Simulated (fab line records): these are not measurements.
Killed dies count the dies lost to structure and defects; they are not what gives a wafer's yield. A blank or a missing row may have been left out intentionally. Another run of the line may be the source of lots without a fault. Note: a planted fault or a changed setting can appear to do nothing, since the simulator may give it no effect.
The tool behind it: which one? || flow nandHarc || Sampling: 13 lots, 39 wafers, 4 of 1159 route steps

## WHAT THE GAUGES SHOWED, per wafer
NHARC_P_GATE_INSPECT_28. Usual: rawDefectCount at 7, with a standard deviation of 3.4.
{"lot": "L231", "measured": "day 4 07:37", "on": "defectInspect-02", "rawDefectCount": "2 0 6", "flag": ""}
{"lot": "L232", "measured": "day 4 22:49", "on": "defectInspect-01", "rawDefectCount": "0 4 4", "flag": ""}
{"lot": "L233", "measured": "day 5 04:35", "on": "defectInspect-02", "rawDefectCount": "5 13 9", "flag": ""}
{"lot": "L234", "measured": "day 5 10:53", "on": "defectInspect-01", "rawDefectCount": "9 9 5", "flag": ""}
{"lot": "L236", "measured": "day 5 16:46", "on": "defectInspect-01", "rawDefectCount": "3 2 5", "flag": ""}
{"lot": "L235", "measured": "day 5 17:25", "on": "defectInspect-01", "rawDefectCount": "3 7 4", "flag": ""}
{"lot": "L239", "measured": "day 6 19:51", "on": "defectInspect-02", "rawDefectCount": "6 6 4", "flag": ""}
{"lot": "L249", "measured": "day 9 03:35", "on": "defectInspect-02", "rawDefectCount": "5 5 6", "flag": ""}
{"lot": "L251", "measured": "day 9 21:56", "on": "defectInspect-02", "rawDefectCount": "1 8 5", "flag": ""}
{"lot": "L252", "measured": "day 9 22:08", "on": "defectInspect-01", "rawDefectCount": "3 10 6", "flag": ""}
{"lot": "L250", "measured": "day 9 22:35", "on": "defectInspect-01", "rawDefectCount": "13 7 5", "flag": ""}
{"lot": "L253", "measured": "day 10 05:19", "on": "defectInspect-01", "rawDefectCount": "5 10 4", "flag": ""}
{"lot": "L254", "measured": "day 10 05:56", "on": "defectInspect-01", "rawDefectCount": "14 10 10", "flag": ""}

NHARC_P_GATE_CD_MEAS_59 targets a cd of 720 nm. Usual: cdNm at 719.3 nm, with a standard deviation of 1.3.
{"lot": "L231", "measured": "day 4 21:19", "on": "cdSem-03", "cdNm (nm)": "719.3 722.1 720.8", "flag": ""}
{"lot": "L232", "measured": "day 5 12:29", "on": "cdSem-02", "cdNm (nm)": "718.0 716.6 716.5", "flag": ""}
{"lot": "L233", "measured": "day 5 18:08", "on": "cdSem-03", "cdNm (nm)": "719.8 719.6 721.4", "flag": ""}
{"lot": "L234", "measured": "day 6 00:41", "on": "cdSem-02", "cdNm (nm)": "719.6 719.3 719.2", "flag": ""}
{"lot": "L236", "measured": "day 6 07:02", "on": "cdSem-03", "cdNm (nm)": "719.0 720.1 719.2", "flag": ""}
{"lot": "L235", "measured": "day 6 10:50", "on": "cdSem-03", "cdNm (nm)": "718.1 717.7 718.4", "flag": ""}
{"lot": "L239", "measured": "day 7 10:04", "on": "cdSem-03", "cdNm (nm)": "- - -", "flag": "OFF"}
{"lot": "L249", "measured": "day 9 17:27", "on": "cdSem-01", "cdNm (nm)": "720.9 721.7 719.8", "flag": ""}
{"lot": "L251", "measured": "day 10 11:43", "on": "cdSem-03", "cdNm (nm)": "718.7 718.8 719.8", "flag": ""}
{"lot": "L252", "measured": "day 10 11:53", "on": "cdSem-02", "cdNm (nm)": "719.7 720.1 719.3", "flag": ""}
{"lot": "L250", "measured": "day 10 18:21", "on": "cdSem-01", "cdNm (nm)": "720.8 719.2 722.0", "flag": ""}
{"lot": "L253", "measured": "day 10 19:02", "on": "cdSem-01", "cdNm (nm)": "718.0 719.0 717.3", "flag": ""}
{"lot": "L254", "measured": "day 11 02:20", "on": "cdSem-02", "cdNm (nm)": "717.3 719.3 716.2", "flag": ""}

## TOOL THAT RAN EACH LOT (tool first, then ch and the chambers of the sampled wafers, then the start)
{"lot": "L231", "NHARC_P_GATE_ETCH_104": "rieDiel-07 ch 0,2,3, day 4 07:50", "NHARC_P_GATE_EXPOSE_56": "krfScanner-02 ch 0, day 4 21:10"}
{"lot": "L232", "NHARC_P_GATE_ETCH_104": "rieDiel-07 ch 0,1,2, day 4 22:58", "NHARC_P_GATE_EXPOSE_56": "krfScanner-01 ch 0, day 5 12:20"}
{"lot": "L233", "NHARC_P_GATE_ETCH_104": "rieDiel-10 ch 0,2, day 5 04:44", "NHARC_P_GATE_EXPOSE_56": "krfScanner-03 ch 0, day 5 17:58"}
{"lot": "L234", "NHARC_P_GATE_ETCH_104": "rieDiel-03 ch 0,1,3, day 5 11:02", "NHARC_P_GATE_EXPOSE_56": "krfScanner-02 ch 0, day 6 00:32"}
{"lot": "L236", "NHARC_P_GATE_ETCH_104": "rieDiel-07 ch 2,3, day 5 16:55", "NHARC_P_GATE_EXPOSE_56": "krfScanner-02 ch 0, day 6 06:53"}
{"lot": "L235", "NHARC_P_GATE_ETCH_104": "rieDiel-10 ch 1,2,3, day 5 17:33", "NHARC_P_GATE_EXPOSE_56": "krfScanner-03 ch 0, day 6 10:41"}
{"lot": "L239", "NHARC_P_GATE_ETCH_104": "rieDiel-07 ch 2,3, day 6 20:10", "NHARC_P_GATE_EXPOSE_56": "krfScanner-03 ch 0, day 7 09:54"}
{"lot": "L249", "NHARC_P_GATE_ETCH_104": "rieDiel-07 ch 2,3, day 9 03:44", "NHARC_P_GATE_EXPOSE_56": "krfScanner-02 ch 0, day 9 17:18"}
{"lot": "L251", "NHARC_P_GATE_ETCH_104": "rieDiel-07 ch 0,1,2, day 9 22:08", "NHARC_P_GATE_EXPOSE_56": "krfScanner-02 ch 0, day 10 11:34"}
{"lot": "L252", "NHARC_P_GATE_ETCH_104": "rieDiel-07 ch 0,1,2, day 9 22:20", "NHARC_P_GATE_EXPOSE_56": "krfScanner-03 ch 0, day 10 11:43"}
{"lot": "L250", "NHARC_P_GATE_ETCH_104": "rieDiel-10 ch 0,1,3, day 9 22:44", "NHARC_P_GATE_EXPOSE_56": "krfScanner-03 ch 0, day 10 18:11"}
{"lot": "L253", "NHARC_P_GATE_ETCH_104": "rieDiel-10 ch 0,2,3, day 10 05:29", "NHARC_P_GATE_EXPOSE_56": "krfScanner-02 ch 0, day 10 18:52"}
{"lot": "L254", "NHARC_P_GATE_ETCH_104": "rieDiel-10 ch 1,3, day 10 06:23", "NHARC_P_GATE_EXPOSE_56": "krfScanner-02 ch 0, day 11 02:10"}
- NHARC_P_GATE_ETCH_104: etches the open film in CF4/CHF3, target depth 60 nm.
- NHARC_P_GATE_EXPOSE_56: exposes mask P PSD, target cd 720 nm.

## WHAT THE TOOLS THEMSELVES READ (means of the sampled wafers that have a number; where no wafer has one, the mark that the record gives instead)
NHARC_P_GATE_ETCH_104. Usual: drypumpMotorCurrentA 5.79 A, standard deviation 0.28; oesProductAu 0.936 a.u., standard deviation 0.018; rfVppV 371.2 V, standard deviation 2.6; showerheadPlenumPTorr 1.59 Torr, standard deviation 0.073; throttleValvePct 16.802 %, standard deviation 0.0088.
{"lot": "L231", "tool": "rieDiel-07", "drypumpMotorCurrentA (A)": 5.99, "oesProductAu (a.u.)": 0.940, "rfVppV (V)": 369.5, "showerheadPlenumPTorr (Torr)": 1.54, "throttleValvePct (%)": 16.799, "flag": ""}
{"lot": "L232", "tool": "rieDiel-07", "drypumpMotorCurrentA (A)": 5.97, "oesProductAu (a.u.)": 0.918, "rfVppV (V)": 368.6, "showerheadPlenumPTorr (Torr)": 1.49, "throttleValvePct (%)": 16.796, "flag": ""}
{"lot": "L233", "tool": "rieDiel-10", "drypumpMotorCurrentA (A)": 5.57, "oesProductAu (a.u.)": 0.926, "rfVppV (V)": 373.8, "showerheadPlenumPTorr (Torr)": 1.66, "throttleValvePct (%)": 16.805, "flag": ""}
{"lot": "L234", "tool": "rieDiel-03", "drypumpMotorCurrentA (A)": 5.76, "oesProductAu (a.u.)": 0.970, "rfVppV (V)": 373.1, "showerheadPlenumPTorr (Torr)": 1.64, "throttleValvePct (%)": 16.807, "flag": ""}
{"lot": "L236", "tool": "rieDiel-07", "drypumpMotorCurrentA (A)": 5.92, "oesProductAu (a.u.)": 0.919, "rfVppV (V)": 369.7, "showerheadPlenumPTorr (Torr)": 1.55, "throttleValvePct (%)": 16.804, "flag": ""}
{"lot": "L235", "tool": "rieDiel-10", "drypumpMotorCurrentA (A)": 5.86, "oesProductAu (a.u.)": 0.967, "rfVppV (V)": 372.7, "showerheadPlenumPTorr (Torr)": 1.63, "throttleValvePct (%)": 16.806, "flag": ""}
{"lot": "L239", "tool": "rieDiel-07", "drypumpMotorCurrentA (A)": 5.92, "oesProductAu (a.u.)": 0.957, "rfVppV (V)": 369.9, "showerheadPlenumPTorr (Torr)": 1.55, "throttleValvePct (%)": 16.808, "flag": ""}
{"lot": "L249", "tool": "rieDiel-07", "drypumpMotorCurrentA (A)": 5.80, "oesProductAu (a.u.)": 0.943, "rfVppV (V)": 371.3, "showerheadPlenumPTorr (Torr)": 1.58, "throttleValvePct (%)": 16.799, "flag": ""}
{"lot": "L251", "tool": "rieDiel-07", "drypumpMotorCurrentA (A)": 5.99, "oesProductAu (a.u.)": 0.946, "rfVppV (V)": 367.8, "showerheadPlenumPTorr (Torr)": 1.48, "throttleValvePct (%)": 16.804, "flag": ""}
{"lot": "L252", "tool": "rieDiel-07", "drypumpMotorCurrentA (A)": 5.97, "oesProductAu (a.u.)": 0.942, "rfVppV (V)": 367.7, "showerheadPlenumPTorr (Torr)": 1.48, "throttleValvePct (%)": 16.803, "flag": ""}
{"lot": "L250", "tool": "rieDiel-10", "drypumpMotorCurrentA (A)": 5.61, "oesProductAu (a.u.)": 0.921, "rfVppV (V)": 372.5, "showerheadPlenumPTorr (Torr)": 1.63, "throttleValvePct (%)": 16.806, "flag": ""}
{"lot": "L253", "tool": "rieDiel-10", "drypumpMotorCurrentA (A)": 5.75, "oesProductAu (a.u.)": 0.917, "rfVppV (V)": 372.8, "showerheadPlenumPTorr (Torr)": 1.65, "throttleValvePct (%)": 16.798, "flag": ""}
{"lot": "L254", "tool": "rieDiel-10", "drypumpMotorCurrentA (A)": 5.72, "oesProductAu (a.u.)": 0.924, "rfVppV (V)": 371.9, "showerheadPlenumPTorr (Torr)": 1.60, "throttleValvePct (%)": 16.795, "flag": ""}

NHARC_P_GATE_EXPOSE_56. Usual: focusOffsetNm at 0.0 nm, with a standard deviation of 0.56.
{"lot": "L231", "tool": "krfScanner-02", "focusOffsetNm (nm)": 0.1, "flag": ""}
{"lot": "L232", "tool": "krfScanner-01", "focusOffsetNm (nm)": -0.1, "flag": ""}
{"lot": "L233", "tool": "krfScanner-03", "focusOffsetNm (nm)": -0.0, "flag": ""}
{"lot": "L234", "tool": "krfScanner-02", "focusOffsetNm (nm)": -0.3, "flag": ""}
{"lot": "L236", "tool": "krfScanner-02", "focusOffsetNm (nm)": 0.2, "flag": ""}
{"lot": "L235", "tool": "krfScanner-03", "focusOffsetNm (nm)": -0.3, "flag": ""}
{"lot": "L239", "tool": "krfScanner-03", "focusOffsetNm (nm)": 0.1, "flag": ""}
{"lot": "L249", "tool": "krfScanner-02", "focusOffsetNm (nm)": -0.3, "flag": ""}
{"lot": "L251", "tool": "krfScanner-02", "focusOffsetNm (nm)": 0.4, "flag": ""}
{"lot": "L252", "tool": "krfScanner-03", "focusOffsetNm (nm)": -0.2, "flag": ""}
{"lot": "L250", "tool": "krfScanner-03", "focusOffsetNm (nm)": 0.2, "flag": ""}
{"lot": "L253", "tool": "krfScanner-02", "focusOffsetNm (nm)": 0.8, "flag": ""}
{"lot": "L254", "tool": "krfScanner-02", "focusOffsetNm (nm)": 0.4, "flag": ""}

## THE ANSWER, worked out from the rows above alone
Rule: a lot counts as off when the mean over its wafers that have a number is more than 3 standard deviations away from the usual mean. A lot without any number at a reading at which 4 lots or more have one is off too. Any other lot the step has rows for is counted as sound. The gauges are gone through in route order, then the tools' own readings, and for those a lot's mean is taken as printed above. The first step at which some lot is off is used, and at that step the reading that is off furthest; a lot without a number counts as furthest.
Off: L239, at NHARC_P_GATE_CD_MEAS_59 (cdNm). Without a number there: L239.
If a tool, at a process step before that reading, ran all the lots that are off and no sound lot after the first of them, it fits. Those tools and the gauges at NHARC_P_GATE_CD_MEAS_59 are tried in the same way. No candidate that was tried fits.

## WHAT THE SIMULATOR HAD INSERTED
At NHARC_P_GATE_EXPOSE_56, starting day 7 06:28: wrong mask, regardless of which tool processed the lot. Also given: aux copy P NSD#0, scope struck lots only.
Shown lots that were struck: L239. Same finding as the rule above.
